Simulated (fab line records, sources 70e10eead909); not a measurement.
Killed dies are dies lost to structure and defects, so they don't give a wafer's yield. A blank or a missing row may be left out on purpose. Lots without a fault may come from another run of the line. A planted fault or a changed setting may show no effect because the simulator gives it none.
A struck lot beside a sound one | flow nand_harc | 14 steps out of a route of 1302
Sound: wafers L245.4, L245.5, L245.6. Struck: wafers L235.1, L235.2, L235.6. The cause comes at the end.
At each step with rows: each side's tool, then ch and its chambers, then its first start. Under that, the readings that differ: sound wafers | struck wafers | difference of the means | sigmas: that difference in standard deviations of wafers without a fault.
alike: readings whose means differ by less than 2 such deviations, and words and numbers that are the same on both sides. not compared: withheld readings, readings that some wafer has no value for, bounds like >300 that may hide the same value, and numbers for which the record gives no deviation and whose values overlap.
The two part at a step that has a row with sigmas, a row that says differs or no value, or rows on one side only. Numbers that don't overlap but have no deviation are shown without sigmas and don't part them. A reading that every wafer of one side lacks parts them only if that side has two wafers or more.

first, 1 step without rows for these wafers: NHARC_A_ONON_D1_DEP_19 (target thk 1000 nm).
NHARC_A_ONON_D1_THK_MEAS_21: measures by ellipsometry.
  sound on film_metro-01, day 12 14:53; struck on film_metro-02, day 9 14:09
  alike: thk_nm
then, 1 step without rows for these wafers: NHARC_A_ONON_D1_DEP_22 (target thk 1000 nm).
NHARC_A_ONON_D1_THK_MEAS_24: measures by ellipsometry.
  sound on film_metro-01, day 12 15:28; struck on film_metro-02, day 9 14:43
  alike: thk_nm
then, 1 step without rows for these wafers: NHARC_A_ONON_D1_DEP_25 (target thk 1000 nm).
NHARC_A_ONON_D1_THK_MEAS_27: measures by ellipsometry.
  sound on film_metro-02, day 12 16:02; struck on film_metro-01, day 9 15:17
  reading     | sound          | struck      | difference | sigmas
  thk_nm (nm) | 1021 1021 1020 | 987 987 987 | -34        | -3
then, 1 step without rows for these wafers: NHARC_A_ONON_D1_DEP_28 (target thk 1000 nm).
NHARC_A_ONON_D1_THK_MEAS_30: measures by ellipsometry.
  sound on film_metro-01, day 12 16:35; struck on film_metro-01, day 9 15:51
  alike: thk_nm
NHARC_A_ONON_D1_DEP_33: deposits SiO2, target thk 200 nm.
  sound on pecvd-04 ch 0,1,2, day 12 16:47; struck on pecvd-04 ch 1,2, day 9 16:00
  alike: heater_power_w, throttle_valve_pct
NHARC_A_ONON_D1_THK_MEAS_34: measures by ellipsometry.
  sound on film_metro-01, day 12 17:04; struck on film_metro-02, day 9 16:25
  alike: thk_nm
NHARC_A_ONON_D1_INSPECT_32:
  sound on defect_inspect-01, day 12 17:09; struck on defect_inspect-01, day 9 16:29
  alike: raw_defect_count
NHARC_A_CHANNEL_HOLE_D1_DEP_00: deposits aC, target thk 3100 nm.
  sound on acl_dep-01 ch 0, day 12 18:47; struck on acl_dep-01 ch 0, day 9 19:51
  alike: throttle_valve_pct
NHARC_A_CHANNEL_HOLE_D1_DEP_01: deposits SiON, target thk 140 nm.
  sound on pecvd-04 ch 0,1,2, day 12 19:50; struck on pecvd-01 ch 1,2, day 9 21:51
  alike: heater_power_w
-- the record jumps here: 17 days lie between the struck wafers' starts before and after (it left off in module A_CHANNEL_HOLE_D1 and takes up again in module END, whose first step shown is number 1302 of the route) --
NHARC_END_SORT_01:
  the record has rows for the struck wafers here (prober-02 ch 0, day 26 17:07) and none for the sound ones

WHERE THEY PART
First at NHARC_A_ONON_D1_THK_MEAS_27; last, within this record, at NHARC_END_SORT_01.

WHY: what the simulator had put in
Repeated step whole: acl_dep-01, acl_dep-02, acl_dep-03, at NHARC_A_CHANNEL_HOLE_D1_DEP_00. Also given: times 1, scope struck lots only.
